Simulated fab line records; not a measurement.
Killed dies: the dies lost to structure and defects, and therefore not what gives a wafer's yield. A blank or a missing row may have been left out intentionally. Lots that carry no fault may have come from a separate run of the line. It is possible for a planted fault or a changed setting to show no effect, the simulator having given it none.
Chamber matching    flow nandHarc    NHARC_A_STAIRCASE_ETCH_271 on rieDiel-06: 4 sister chambers
The step etches the open film in CF4/CHF3. 4 wafers are shown with their chamber, then 10 later ones without.

WAFERS, EACH WITH ITS CHAMBER
wafer   chamber  drypumpMotorCurrentA (A)
L088.1  1        5.24
L089.1  2        5.42
L090.2  0        4.99
L090.3  3        5.94

WAFERS WITH NO CHAMBER GIVEN
wafer   drypumpMotorCurrentA (A)
L090.6  4.99
L092.4  5.41
L092.5  5.40
L092.6  5.24
L091.1  5.93
L091.2  5.02
L091.3  5.25
L094.1  5.01
L094.3  5.21
L094.4  5.89

EACH ONE'S CHAMBER
wafer   from the rows above  in truth
L090.6  0                    0
L092.4  2                    2
L092.5  2                    2
L092.6  1                    1
L091.1  3                    3
L091.2  0                    0
L091.3  1                    1
L094.1  0                    0
L094.3  1                    1
L094.4  3                    3
Correct placement for 10 of the 10. From these rows, 0 cannot be placed. Placed wrongly: 0.
How it was worked out, from the rows above alone: a wafer's distance from a chamber is the root of the sum, over the readings, of the square of ((its reading less the chamber's mean) divided by the reading's scatter). If the next closest chamber is less than 2 further off than the closest, the wafer can't be placed; otherwise it belongs to the closest. A chamber's mean is the mean of its shown wafers. The scatter (one wafer shown for each chamber): square how far every hidden wafer sits from the nearest shown wafer, average those squares and take the square root.
